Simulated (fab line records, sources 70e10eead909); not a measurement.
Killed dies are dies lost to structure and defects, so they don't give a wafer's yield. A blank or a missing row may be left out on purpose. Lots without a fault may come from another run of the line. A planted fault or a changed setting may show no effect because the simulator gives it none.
Chamber matching | flow nand_harc | NHARC_A_WL_FILL_STRIP_29 on rie_diel-05: 4 sister chambers
The step strips in O2, time 20 s. 8 wafers are shown with their chamber, then 7 later ones without.

WAFERS WITH THEIR CHAMBER
wafer  | chamber | drypump_motor_current_A (A) | oes_product_au (a.u.)
L077.6 | 1       | 5.7                         | 1.007
L080.3 | 2       | 5.1                         | 0.996
L080.6 | 0       | 6.1                         | 0.992
L082.1 | 1       | 5.7                         | 1.010
L082.2 | 2       | 5.0                         | 0.992
L082.3 | 0       | 6.1                         | 0.998
L082.4 | 3       | 5.9                         | 0.988
L082.5 | 3       | 5.9                         | 0.992

WAFERS WITHOUT THEIR CHAMBER
wafer  | drypump_motor_current_A (A) | oes_product_au (a.u.)
L082.6 | 6.1                         | 0.989
L084.3 | 5.7                         | 1.026
L084.4 | 5.9                         | 0.993
L084.6 | 5.7                         | 1.017
L092.3 | 5.9                         | 0.983
L092.4 | 6.1                         | 0.992
L092.5 | 5.9                         | 0.987

WHICH CHAMBER EACH WENT THROUGH
wafer  | from the rows above | in truth
L082.6 | 0                   | 0
L084.3 | 1                   | 1
L084.4 | 3                   | 3
L084.6 | 1                   | 1
L092.3 | 3                   | 3
L092.4 | 0                   | 0
L092.5 | 3                   | 3
Placed correctly: 7 of 7. Can't be placed from these rows: 0. Placed wrongly: 0.
How it was worked out, from the rows above alone: a wafer's distance from a chamber is the root of the sum, over the readings, of the square of ((its reading less the chamber's mean) divided by the reading's scatter). The wafer belongs to the nearest chamber; if the next one is less than 2 further off, it can't be placed. A chamber's mean is the mean of its shown wafers. The scatter: the root of (the sum of the squares of (reading less its chamber's mean) over the shown wafers, divided by (wafers less chambers)).
